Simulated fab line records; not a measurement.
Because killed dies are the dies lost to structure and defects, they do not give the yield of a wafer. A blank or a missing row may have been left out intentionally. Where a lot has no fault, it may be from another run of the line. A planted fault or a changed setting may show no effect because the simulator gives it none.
Chamber matching :: flow n5_finfet :: N5_SD_EPI_P_ETCHBACK_46 on rie_diel-05 has 3 sister chambers
The step etches SiNx in CH3F/O2, stops on SiO2, target depth 17.5 nm. 16 wafers are shown with their chamber, then 8 later ones without.

## EACH WAFER AND ITS CHAMBER
wafer: L074.2
chamber: 1
drypump_motor_current_A (A): 5.5
rf_vpp_V (V): 295
showerhead_plenum_p_Torr (Torr): 1.96

wafer: L074.4
chamber: 2
drypump_motor_current_A (A): 5.8
rf_vpp_V (V): 290
showerhead_plenum_p_Torr (Torr): 1.95

wafer: L074.5
chamber: 3
drypump_motor_current_A (A): 5.2
rf_vpp_V (V): 294
showerhead_plenum_p_Torr (Torr): 1.96

wafer: L082.2
chamber: 1
drypump_motor_current_A (A): 5.5
rf_vpp_V (V): 296
showerhead_plenum_p_Torr (Torr): 1.96

wafer: L082.5
chamber: 3
drypump_motor_current_A (A): 5.2
rf_vpp_V (V): 294
showerhead_plenum_p_Torr (Torr): 1.95

wafer: L082.6
chamber: 2
drypump_motor_current_A (A): 5.8
rf_vpp_V (V): 290
showerhead_plenum_p_Torr (Torr): 1.95

wafer: L085.1
chamber: 2
drypump_motor_current_A (A): 5.8
rf_vpp_V (V): 289
showerhead_plenum_p_Torr (Torr): 1.95

wafer: L085.2
chamber: 1
drypump_motor_current_A (A): 5.5
rf_vpp_V (V): 294
showerhead_plenum_p_Torr (Torr): 1.96

wafer: L085.6
chamber: 3
drypump_motor_current_A (A): 5.3
rf_vpp_V (V): 294
showerhead_plenum_p_Torr (Torr): 1.95

wafer: L086.4
chamber: 2
drypump_motor_current_A (A): 5.8
rf_vpp_V (V): 290
showerhead_plenum_p_Torr (Torr): 1.95

wafer: L086.5
chamber: 2
drypump_motor_current_A (A): 5.8
rf_vpp_V (V): 290
showerhead_plenum_p_Torr (Torr): 1.95

wafer: L086.6
chamber: 1
drypump_motor_current_A (A): 5.5
rf_vpp_V (V): 294
showerhead_plenum_p_Torr (Torr): 1.96

wafer: L088.2
chamber: 2
drypump_motor_current_A (A): 5.8
rf_vpp_V (V): 290
showerhead_plenum_p_Torr (Torr): 1.95

wafer: L088.3
chamber: 3
drypump_motor_current_A (A): 5.3
rf_vpp_V (V): 294
showerhead_plenum_p_Torr (Torr): 1.95

wafer: L088.6
chamber: 2
drypump_motor_current_A (A): 5.7
rf_vpp_V (V): 291
showerhead_plenum_p_Torr (Torr): 1.95

wafer: L091.1
chamber: 2
drypump_motor_current_A (A): 5.8
rf_vpp_V (V): 291
showerhead_plenum_p_Torr (Torr): 1.95

SIGNATURES (averages over the wafers above)
reading: drypump_motor_current_A
chamber 1: 5.500
chamber 2: 5.787
chamber 3: 5.250
scatter within a chamber: 0.038

reading: rf_vpp_V
chamber 1: 294.75
chamber 2: 290.12
chamber 3: 294.00
scatter within a chamber: 0.658

reading: showerhead_plenum_p_Torr
chamber 1: 1.9600
chamber 2: 1.9500
chamber 3: 1.9525
scatter within a chamber: 0.0024
Rule: for a wafer and a chamber, the distance is found by dividing, reading by reading, the gap between the wafer's reading and the chamber's mean by the reading's scatter, squaring, summing and taking the root. If the next closest chamber is less than 2 further off than the closest, the wafer can't be placed; otherwise it belongs to the closest. The scatter: take each reading less its chamber's mean, square it, sum over the shown wafers, divide by the number of wafers less the number of chambers, and take the root.

## WAFERS MISSING THEIR CHAMBER
wafer: L091.3
drypump_motor_current_A (A): 5.5
rf_vpp_V (V): 296
showerhead_plenum_p_Torr (Torr): 1.95

wafer: L091.4
drypump_motor_current_A (A): 5.3
rf_vpp_V (V): 293
showerhead_plenum_p_Torr (Torr): 1.95

wafer: L093.1
drypump_motor_current_A (A): 5.5
rf_vpp_V (V): 294
showerhead_plenum_p_Torr (Torr): 1.95

wafer: L093.4
drypump_motor_current_A (A): 5.3
rf_vpp_V (V): 294
showerhead_plenum_p_Torr (Torr): 1.95

wafer: L093.5
drypump_motor_current_A (A): 5.7
rf_vpp_V (V): 290
showerhead_plenum_p_Torr (Torr): 1.94

wafer: L094.2
drypump_motor_current_A (A): 5.3
rf_vpp_V (V): 293
showerhead_plenum_p_Torr (Torr): 1.95

wafer: L094.5
drypump_motor_current_A (A): 5.8
rf_vpp_V (V): 290
showerhead_plenum_p_Torr (Torr): 1.94

wafer: L094.6
drypump_motor_current_A (A): 5.3
rf_vpp_V (V): 294
showerhead_plenum_p_Torr (Torr): 1.95

## EACH ONE'S CHAMBER
wafer: L091.3
from the rows above: 1
in truth: 1

wafer: L091.4
from the rows above: 3
in truth: 3

wafer: L093.1
from the rows above: 1
in truth: 1

wafer: L093.4
from the rows above: 3
in truth: 3

wafer: L093.5
from the rows above: 2
in truth: 2

wafer: L094.2
from the rows above: 3
in truth: 3

wafer: L094.5
from the rows above: 2
in truth: 2

wafer: L094.6
from the rows above: 3
in truth: 3
Correct placement for 8 of the 8. From these rows, 0 cannot be placed. 0 placed wrongly.
